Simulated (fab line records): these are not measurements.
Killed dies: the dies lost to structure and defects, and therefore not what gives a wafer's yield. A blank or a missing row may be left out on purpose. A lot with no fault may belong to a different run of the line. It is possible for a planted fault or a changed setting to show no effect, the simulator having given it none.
fab line records	flow n5-finfet
record: lots: 6	wafers: 17	last-day: 18
route steps=1938 shown BEOL_M15@1809 PASSIVATION@1936
lots that met no fault: taken from a fault-free run of the same line
start-h: hours from the record's opening day to when the first of the lot's shown wafers began	wait-h: how many hours have passed since the lot's step before this one	" unchanged from the row above	L1.1+2: one row covering several wafers at once	- no value, or no start was given	* or withheld: withheld	< > ~ a bound
route shown NAME@n: names a module that has steps shown in the file, with the first one's number in the route	usual: the fault-free wafers' mean and standard deviation	same: alike in all rows	chamber/n: place in a boat	sites: per-site readings	_std_site: their standard deviation	_edge_site: the outer-site mean with the inner-site mean subtracted	radius-mm: how far each site lies from the wafer's centre	mask NAME#n: copy n	behind: the last tool/chamber to shape the wafer	hold: why the lot went on hold/how many hours it stayed there/how the hold came to an end	device: which transistor (n, p or np) failed to switch	end of line: tests run on the same wafers once the route is complete	for a step that has no rows: nothing shown but its recipe	killed: dies lost to structure and defects at the first sort, not the wafer's yield	map: per-die view of a wafer (x killed, . not killed, _ where there is no die)
set.NAME: setting as actually run; set.NAME@STEP: the setting as run at that earlier step	model.NAME: the simulator's own value behind a step, which no gauge read
lots at selected steps of the route; one table per step, one row per wafer
services: when a tool's chamber went out of use (start-h, in hours from the record's first day, below 0 if earlier), for how many hours, and the reason
== steps ==
step: N5_BEOL_M15_TRENCH_ETCH_34
recipe: chemistry: C4F8/O2/Ar	target: SiO2	target-depth-a: 8729.3	he-inner-torr: 15	he-outer-torr: 30	time-s: 199	ion-energy-ev: 800	pressure-mtorr: 20	source-w: 1905	bias-w: 2040	Ar_flow_sccm: 400	C4F8_flow_sccm: 16	O2_flow_sccm: 12
step: N5_BEOL_M15_STRIP_36
recipe: chemistry: O2	power-w: 600	temp-c: 60	pressure-mtorr: 30	rf-frequency-hz: 6e+07	bias-power-w: 0	overash-fraction: 0.3	o2-flow-sccm: 225
usual: drypump-motor-current-A: 5.8/0.47	oes-product-au: 0.78/0.11	rf-vpp-V: 3.7/0.95	showerhead-plenum-p-Torr: 2.13/0.057	throttle-valve-pct: 16.68/0.24
lot.wafer	tool	chamber	start-h	wait-h	drypump-motor-current-A	oes-product-au	rf-hours-counter-h	rf-vpp-V	showerhead-plenum-p-Torr	throttle-valve-pct
L945.2	rie-diel-03	3	305.75	1.2	5.9	1.00	1	2.9	2.14	16.64
L945.3	"	0	"	"	5.9	0.68	224	3.5	2.15	16.72
L945.4	"	3	"	"	5.9	1.00	-	2.1	2.14	16.63
L950.1	rie-diel-05	0	334.57	0.3	5.3	0.73	201	3.6	2.16	16.53
L950.2	"	3	"	"	6.1	0.90	15	3.6	2.06	16.42
L954.1	rie-diel-05	1	367.69	5.5	5.1	0.66	242	3.6	2.16	16.96
L954.2	"	3	"	"	6.0	0.86	26	4.6	2.06	16.42
L954.3	"	0	"	"	5.3	0.72	211	2.6	2.16	16.56
L956.3	rie-diel-05	1	376.45	0.0	5.1	0.68	245	4.7	2.15	16.96
L956.4	"	0	"	"	5.3	0.71	214	3.7	2.15	16.55
L956.6	"	1	"	"	5.1	0.66	-	4.0	2.15	16.97
L960.2	rie-diel-03	1	405.84	5.7	6.4	0.87	26	3.7	2.13	16.48
L960.4	"	2	"	"	5.6	0.72	173	3.7	2.11	17.08
L960.6	"	0	"	"	5.9	0.99	-	4.5	2.14	16.21
L961.1	rie-diel-05	2	415.66	1.2	6.4	0.93	15	3.0	2.15	16.23
L961.3	"	0	"	"	5.3	0.71	228	3.8	2.15	16.56
L961.6	"	0	"	"	5.3	0.70	-	3.2	2.15	16.57
step: N5_BEOL_M15_STRIP_62
recipe: chemistry: O2	power-w: 600	temp-c: 60	pressure-mtorr: 30	rf-frequency-hz: 6e+07	bias-power-w: 0	overash-fraction: 0.3	o2-flow-sccm: 225
step: N5_BEOL_M15_STRIP_37
recipe: chemistry: O2	power-w: 600	temp-c: 60	pressure-mtorr: 30	rf-frequency-hz: 6e+07	bias-power-w: 0	overash-fraction: 0.3	o2-flow-sccm: 225
step: N5_BEOL_M15_ETCH_38
recipe: chemistry: CF4/N2	target: SiCN	target-depth-a: 1064	taper-deg: 2	time-s: 120.5	ion-energy-ev: 150	mask-material: SiO2	pressure-mtorr: 40	source-w: 430	bias-w: 70	Ar_flow_sccm: 100	cf4-flow-sccm: 60	n2-flow-sccm: 60
usual: drypump-motor-current-A: 5.8/0.48	oes-product-au: 0.78/0.11	rf-fwd-power-W: 428.4/1.4	rf-vpp-V: 383.1/1.6	showerhead-plenum-p-Torr: 2.24/0.058	throttle-valve-pct: 15.46/0.24
lot.wafer	tool	chamber	start-h	wait-h	drypump-motor-current-A	oes-product-au	rf-fwd-power-W	rf-hours-counter-h	rf-vpp-V	showerhead-plenum-p-Torr	throttle-valve-pct
L945.2	rie-diel-03	3	-	-	5.9	1.01	429.5	1	383.9	2.28	15.45
L945.3	"	0	"	"	5.9	0.68	427.6	225	382.6	2.28	15.57
L945.4	"	3	"	"	5.9	1.00	430.5	-	383.9	2.28	15.46
L950.1	rie-diel-05	0	-	-	5.3	0.75	426.8	201	382.9	2.28	15.36
L950.2	"	3	"	"	6.1	0.94	430.2	15	381.4	2.18	15.23
L954.1	rie-diel-05	1	-	-	5.1	0.66	428.1	242	383.4	2.28	15.79
L954.2	"	3	"	"	6.0	0.91	427.4	26	381.2	2.17	15.25
L954.3	"	0	"	"	5.3	0.74	431.5	211	384.7	2.28	15.38
L956.3	rie-diel-05	1	-	-	5.1	0.66	427.8	245	383.3	2.28	15.80
L956.4	"	0	"	"	5.3	0.73	430.1	214	383.8	2.28	15.38
L956.6	"	1	"	"	5.1	0.66	427.7	-	383.4	2.28	15.79
L960.2	rie-diel-03	1	-	-	6.4	0.87	431.0	26	383.8	2.25	15.26
L960.4	"	2	"	"	5.6	0.70	429.1	173	381.6	2.21	15.80
L960.6	"	0	"	"	5.9	0.97	429.2	-	383.7	2.27	15.07
L961.1	rie-diel-05	2	-	-	6.3	0.91	425.3	15	383.3	2.25	14.92
L961.3	"	0	"	"	5.3	0.72	426.6	228	384.0	2.27	15.42
L961.6	"	0	"	"	5.3	0.73	426.9	-	382.3	2.27	15.40
step: N5_BEOL_M15_PRECLEAN_39
recipe: chemistry: residue-remover	time-s: 60	temp-c: 40
step: N5_BEOL_M15_SRD_40
recipe: time-s: 30	temp-c: 23	rinse-liquid: diw	dry: n2-spin	spin-rpm: 1500	dry-time-s: 30
step: N5_BEOL_M15_DEGAS_41
recipe: ambient: vacuum	temp-c: 300	time-s: 60
usual: heater-power-w: 461/55
lot.wafer	tool	chamber	start-h	wait-h	heater-power-w
L945.2	pvd-sputter-01	-	306.58	0.5	408
L945.3	"	-	"	"	514
L945.4	"	-	"	"	436
L950.1	pvd-sputter-01	-	335.18	0.3	447
L950.2	"	-	"	"	531
L954.1	pvd-sputter-01	-	368.22	0.2	413
L954.2	"	-	"	"	438
L954.3	"	-	"	"	452
L956.3	pvd-sputter-01	-	376.95	0.2	419
L956.4	"	-	"	"	446
L956.6	"	-	"	"	533
L960.2	pvd-sputter-02	-	406.19	0.0	473
L960.4	"	-	"	"	437
L960.6	"	-	"	"	473
L961.1	pvd-sputter-02	-	416.12	0.2	494
L961.3	"	-	"	"	458
L961.6	"	-	"	"	458
step: N5_BEOL_M15_PRE_CLEAN_42
recipe: gas: H2/He	time-s: 30	temp-c: 300
step: N5_BEOL_M15_SPUTTER_43
recipe: material: TaN	target-thk-a: 150	temp-c: 50	bias-v: 168.6	power-w: 15000	chamber-pressure-pa: 0.12	time-s: 24.19
usual: cathode-dc-power-W: 15000/2.9	throttle-valve-pct: 29.3/0.77
lot.wafer	tool	chamber	start-h	wait-h	cathode-dc-power-W	throttle-valve-pct
L945.2	pvd-sputter-01	-	306.66	0.0	15000	29.2
L945.3	"	-	"	"	15003	29.0
L945.4	"	-	"	"	15003	29.6
L950.1	pvd-sputter-01	-	335.26	0.0	14998	28.7
L950.2	"	-	"	"	15002	29.0
L954.1	pvd-sputter-01	-	368.30	0.0	15002	29.0
L954.2	"	-	"	"	14999	29.5
L954.3	"	-	"	"	15008	28.7
L956.3	pvd-sputter-01	-	377.03	0.0	14998	28.8
L956.4	"	-	"	"	14992	29.0
L956.6	"	-	"	"	15002	28.7
L960.2	pvd-sputter-02	-	406.27	0.0	14998	29.8
L960.4	"	-	"	"	14998	30.1
L960.6	"	-	"	"	15005	29.7
L961.1	pvd-sputter-02	-	416.20	0.0	15002	29.1
L961.3	"	-	"	"	15000	30.2
L961.6	"	-	"	"	14998	31.9
step: N5_BEOL_M15_SPUTTER_44
recipe: material: Ta	target-thk-a: 150	temp-c: 50	bias-v: 80	power-w: 15000	chamber-pressure-pa: 0.07	time-s: 24.19
usual: cathode-dc-power-W: 15000/2.7	throttle-valve-pct: 29.3/0.79
lot.wafer	tool	chamber	start-h	wait-h	cathode-dc-power-W	throttle-valve-pct
L945.2	pvd-sputter-01	-	306.74	0.0	15000	28.7
L945.3	"	-	"	"	14997	29.0
L945.4	"	-	"	"	15000	29.9
L950.1	pvd-sputter-01	-	335.34	0.0	14997	28.4
L950.2	"	-	"	"	15000	28.9
L954.1	pvd-sputter-01	-	368.38	0.0	14998	29.0
L954.2	"	-	"	"	15003	29.6
L954.3	"	-	"	"	14999	28.5
L956.3	pvd-sputter-01	-	377.11	0.0	15000	29.0
L956.4	"	-	"	"	14996	28.6
L956.6	"	-	"	"	14998	28.9
L960.2	pvd-sputter-02	-	406.35	0.0	14997	29.8
L960.4	"	-	"	"	14995	30.3
L960.6	"	-	"	"	15001	30.2
L961.1	pvd-sputter-02	-	416.28	0.0	14995	29.1
L961.3	"	-	"	"	14996	30.2
L961.6	"	-	"	"	15002	31.8
step: N5_BEOL_M15_SPUTTER_45
recipe: material: Cu	target-thk-a: 1000	temp-c: -20	bias-v: 60	power-w: 26000	chamber-pressure-pa: 0.13	time-s: 16.67
usual: cathode-dc-power-W: 26000/4.8	throttle-valve-pct: 29.3/0.8
lot.wafer	tool	chamber	start-h	wait-h	cathode-dc-power-W	throttle-valve-pct
L945.2	pvd-sputter-01	-	306.82	0.0	26006	28.5
L945.3	"	-	"	"	26000	29.0
L945.4	"	-	"	"	25998	29.6
L950.1	pvd-sputter-01	-	335.42	0.0	26003	28.5
L950.2	"	-	"	"	26004	29.0
L954.1	pvd-sputter-01	-	368.46	0.0	24176	29.2
L954.2	"	-	"	"	24175	29.8
L954.3	"	-	"	"	24169	28.8
L956.3	pvd-sputter-01	-	377.19	0.0	24188	28.7
L956.4	"	-	"	"	24170	28.7
L956.6	"	-	"	"	24185	29.0
L960.2	pvd-sputter-02	-	406.43	0.0	25993	29.8
L960.4	"	-	"	"	26001	29.8
L960.6	"	-	"	"	26000	29.9
L961.1	pvd-sputter-02	-	416.36	0.0	26001	29.0
L961.3	"	-	"	"	25998	30.1
L961.6	"	-	"	"	26008	32.1
step: N5_BEOL_M15_ECD_47
recipe: material: Cu	target-thk-a: 18600
step: N5_PASSIVATION_PROBE_49
usual: defect-limited-yield: 91.5/1.5	killed_at_M0_to_M3: 32/10	killed_at_M4_up: 13/4.9	killed-at-contacts: 13/6.1	killed-at-front-end: 38/11	killed-at-other: 3/3.2	killed-dies: 101/18	killed-open: 66/13	killed-short: 32/8.3	sort_bin_5_function: 5.0/1	sort_bin_6_memory: 3.2/0.74	sort_bin_8_speed: 0.1/1.1	sort-n-pass: 1078/22
same: gross-dies: 1180	killed-at-back-side: 0	sort_bin_4_leakage[%]: 0
lot.wafer	tool	chamber	start-h	wait-h	defect-limited-yield[%]	killed_at_M0_to_M3	killed_at_M4_up	killed-at-contacts	killed-at-front-end	killed-at-other	killed-dies	killed-open	killed-short	sort_bin_5_function[%]	sort_bin_6_memory[%]	sort_bin_8_speed[%]	sort-n-pass
L945.2	prober-02	-	326.77	0.1	88.1	44	15	19	61	2	141	84	54	7.1	4.4	0	1039
L945.3	prober-02	-	326.82	0.1	90.1	33	17	15	48	4	117	84	27	5.4	3.7	0	1063
L945.4	prober-02	-	326.87	0.2	88.6	52	15	19	45	4	135	90	41	6.9	3.8	0	1045
L950.1	prober-02	-	352.72	0.0	93.1	19	9	13	38	3	82	55	26	5.1	1.8	0	1098
L950.2	prober-02	-	352.77	0.1	92.5	23	22	10	28	5	88	65	22	3.7	3.6	0	1092
L954.1	prober-01	-	386.73	0.0	91.2	27	16	7	49	5	104	69	34	5.3	3.3	0	1076
L954.2	prober-01	-	386.78	0.1	92.5	25	16	2	36	10	89	55	33	4.9	2.3	0	1091
L954.3	prober-01	-	386.83	0.1	91.3	27	14	6	54	2	103	66	33	4.4	3.8	0	1077
L956.3	prober-02	-	392.86	0.6	88.6	39	16	26	45	9	135	88	37	6.1	4.2	0	1045
L956.4	prober-02	-	392.91	0.6	92.3	29	13	13	31	5	91	55	32	5.1	2.5	0	1089
L956.6	prober-02	-	393.01	0.7	92.2	37	9	5	37	4	92	58	34	4.7	2.7	0	1088
L960.2	prober-02	-	420.00	0.1	90.3	42	16	22	31	3	114	75	34	5.4	3.7	0	1066
L960.4	prober-02	-	420.10	0.2	91.1	36	10	15	44	0	105	62	36	5.4	2.5	0	1075
L960.6	prober-02	-	420.20	0.3	91.8	41	14	19	21	2	97	67	29	5.0	3.1	0	1083
L961.1	prober-02	-	430.63	0.0	92.0	38	13	6	36	1	94	51	39	4.5	2.8	0.3	1086
L961.3	prober-02	-	430.73	0.1	94.2	33	7	5	22	2	69	40	26	3.4	2.2	0.1	1111
L961.6	prober-02	-	430.88	0.3	92.3	39	7	18	25	2	91	60	30	4.2	3.4	0.1	1089
killed by level:class
L945.2 MOL_CONTACT_COAG:geometric-particle:open=17 FIN_SAQP:geometric-particle:short=15 STI_FIN_REVEAL:geometric-particle:open=13 FIN_SAQP:geometric-particle:open=11 BEOL_M0_SAQP:geometric-particle:short=8 BEOL_M3:geometric-particle:open=8 BEOL_M2:geometric-particle:open=7 BEOL_M2:geometric-particle:short=7
L945.3 STI_FIN_REVEAL:geometric-particle:open=20 MOL_CONTACT_COAG:geometric-particle:open=14 BEOL_M3:geometric-particle:open=11 FIN_SAQP:geometric-particle:short=6 BEOL_M0_SAQP:geometric-particle:short=6 HKMG_FIN:area-etch=6 BEOL_M3:geometric-particle:short=5 BEOL_M4:geometric-particle:open=5
L945.4 MOL_CONTACT_COAG:geometric-particle:open=17 BEOL_M0_SAQP:geometric-particle:open=13 STI_FIN_REVEAL:geometric-particle:open=11 BEOL_M3:geometric-particle:open=10 FIN_SAQP:geometric-particle:open=9 BEOL_M0_SAQP:geometric-particle:short=9 BEOL_M1:geometric-particle:open=8 FIN_SAQP:geometric-particle:short=5
L950.1 MOL_CONTACT_COAG:geometric-particle:open=12 FIN_SAQP:geometric-particle:short=6 DUMMY_GATE:geometric-particle:open=6 GATE_CUT:geometric-particle:short=6 BEOL_M1:geometric-particle:open=5 FIN_SAQP:geometric-particle:open=3 SPACER0:geometric-particle:open=3 GATE_CUT:geometric-particle:open=3
L950.2 MOL_CONTACT_COAG:geometric-particle:open=9 BEOL_M4:geometric-particle:open=8 DUMMY_GATE:geometric-particle:open=7 BEOL_M0_SAQP:geometric-particle:open=7 BEOL_M8:geometric-particle:open=6 FIN_SAQP:geometric-particle:open=4 STI_FIN_REVEAL:geometric-particle:open=4 BEOL_M0_SAQP:geometric-particle:short=4
L954.1 FIN_SAQP:geometric-particle:short=12 STI_FIN_REVEAL:geometric-particle:open=10 FIN_SAQP:geometric-particle:open=8 BEOL_M2:geometric-particle:open=8 BEOL_M1:geometric-particle:open=7 BEOL_M4:geometric-particle:open=6 GATE_CUT:geometric-particle:short=5 MOL_CONTACT_COAG:geometric-particle:open=5
L954.2 FIN_SAQP:geometric-particle:short=8 STI_FIN_REVEAL:geometric-particle:open=7 FIN_SAQP:geometric-particle:open=6 BEOL_M1:geometric-particle:open=6 MIM_TOP_ETCH:geometric-particle:open=5 DUMMY_GATE:geometric-particle:open=4 BEOL_M0_SAQP:geometric-particle:open=4 BEOL_M2:geometric-particle:open=4
L954.3 STI_FIN_REVEAL:geometric-particle:open=19 GATE_CUT:geometric-particle:open=8 FIN_SAQP:geometric-particle:short=7 BEOL_M3:geometric-particle:open=7 BEOL_M4:geometric-particle:open=7 GATE_CUT:geometric-particle:short=6 BEOL_M2:geometric-particle:open=5 STI_FIN_REVEAL:geometric-particle:short=4
L956.3 MOL_CONTACT_COAG:geometric-particle:open=20 BEOL_M2:geometric-particle:open=16 HKMG_FIN:area-etch=10 BEOL_M4:geometric-particle:open=7 MOL_CONTACT_COAG:geometric-particle:short=6 STI_FIN_REVEAL:geometric-particle:open=5 ILD0:geometric-particle:open=5 MIM_TOP_ETCH:geometric-particle:open=5
L956.4 MOL_CONTACT_COAG:geometric-particle:open=10 BEOL_M2:geometric-particle:open=9 FIN_SAQP:geometric-particle:short=6 BEOL_M1:geometric-particle:open=5 DUMMY_GATE:geometric-particle:open=4 GATE_CUT:geometric-particle:short=4 BEOL_M0_SAQP:geometric-particle:open=4 BEOL_M3:geometric-particle:open=4
L956.6 BEOL_M2:geometric-particle:open=13 BEOL_M1:geometric-particle:short=7 GATE_CUT:geometric-particle:short=6 STI_FIN_REVEAL:geometric-particle:open=5 DUMMY_GATE:geometric-particle:open=5 GATE_CUT:geometric-particle:open=4 STARTING-WAFER:geometric-particle:short=4 BEOL_M0:geometric-particle:open=4
L960.2 MOL_CONTACT_COAG:geometric-particle:open=16 FIN_SAQP:geometric-particle:short=10 BEOL_M3:geometric-particle:open=10 BEOL_M1:geometric-particle:open=9 BEOL_M2:geometric-particle:open=9 FIN_SAQP:geometric-particle:open=6 MOL_CONTACT_COAG:geometric-particle:short=6 BEOL_M0_SAQP:geometric-particle:short=5
L960.4 MOL_CONTACT_COAG:geometric-particle:open=11 FIN_SAQP:geometric-particle:short=9 BEOL_M2:geometric-particle:open=8 BEOL_M3:geometric-particle:open=8 FIN_SAQP:geometric-particle:open=7 BEOL_M3:geometric-particle:short=7 HKMG_FIN:area-etch=7 STI_FIN_REVEAL:geometric-particle:open=4
L960.6 MOL_CONTACT_COAG:geometric-particle:open=14 BEOL_M2:geometric-particle:open=11 BEOL_M3:geometric-particle:open=8 BEOL_M1:geometric-particle:open=7 BEOL_M0_SAQP:geometric-particle:short=6 BEOL_M5:geometric-particle:open=6 STI_FIN_REVEAL:geometric-particle:open=5 MOL_CONTACT_COAG:geometric-particle:short=5
L961.1 FIN_SAQP:geometric-particle:short=15 BEOL_M2:geometric-particle:open=10 FIN_SAQP:geometric-particle:open=5 MOL_CONTACT_COAG:geometric-particle:open=5 BEOL_M0_SAQP:geometric-particle:short=5 BEOL_M3:geometric-particle:open=5 BEOL_M2:geometric-particle:short=4 BEOL_M6:geometric-particle:open=4
L961.3 STI_FIN_REVEAL:geometric-particle:open=9 BEOL_M2:geometric-particle:short=9 BEOL_M2:geometric-particle:open=8 BEOL_M3:geometric-particle:open=5 STARTING-WAFER:geometric-particle:open=4 FIN_SAQP:geometric-particle:short=3 MOL_CONTACT_COAG:geometric-particle:open=3 BEOL_M0:geometric-particle:open=3
L961.6 MOL_CONTACT_COAG:geometric-particle:open=17 BEOL_M3:geometric-particle:open=10 BEOL_M0_SAQP:geometric-particle:open=8 BEOL_M0_SAQP:geometric-particle:short=5 BEOL_M2:geometric-particle:short=5 FIN_SAQP:geometric-particle:open=4 FIN_SAQP:geometric-particle:short=4 STI_FIN_REVEAL:geometric-particle:open=4
== services ==
tool	chamber	start-h	hours	kind
rie-diel-05	1	282.09	17.6	repair
rie-diel-05	2	299.70	4.2	repair
rie-diel-05	-	302.74	1.0	repair
rie-diel-03	1	303.75	-	clean
rie-diel-03	1	303.75	-	consumable-replace:focus-ring
rie-diel-03	1	303.75	22.1	scheduled-down
rie-diel-03	1	303.75	22.1	vent-cycle
rie-diel-05	2	346.06	7.8	repair
rie-diel-03	3	352.59	6.3	repair
rie-diel-05	2	354.18	-	clean
rie-diel-05	2	354.18	-	consumable-replace:focus-ring
rie-diel-05	2	354.18	16.4	scheduled-down
rie-diel-05	2	354.18	16.4	vent-cycle
rie-diel-03	0	380.35	-	clean
rie-diel-03	0	380.35	-	consumable-replace:focus-ring
rie-diel-03	0	380.35	17.0	scheduled-down
rie-diel-03	0	380.35	17.0	vent-cycle
rie-diel-05	1	393.11	-	clean
rie-diel-05	1	393.11	-	consumable-replace:focus-ring
rie-diel-05	1	393.11	15.7	scheduled-down
rie-diel-05	1	393.11	15.7	vent-cycle
pvd-sputter-01	-	400.57	5.2	repair
== key ==
first-sign: step: N5_BEOL_M15_SPUTTER_45	reading: cathode-dc-power-W	direction: down	sigmas: 99+	usual: *	struck: *
effect none on later readings
met-at N5_BEOL_M15_SPUTTER_45
struck-wafers L954.1,L954.2,L954.3,L956.3,L956.4,L956.6
baseline-loss: step: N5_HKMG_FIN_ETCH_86	wafers: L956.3
onset-between 335.42 368.46
fault: kind: process-parameter-drift	tool: pvd-sputter-01	chamber: -	onset-h: 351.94	steps: N5_BEOL_M15_SPUTTER_45	channel: power-w	offset: *	shape: step	end-h: 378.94	acts-in: *	stated: *
baseline-loss: these wafers lose ten dies or more at that step, a loss of the line's own and not of a fault; the sort's usual values leave them out
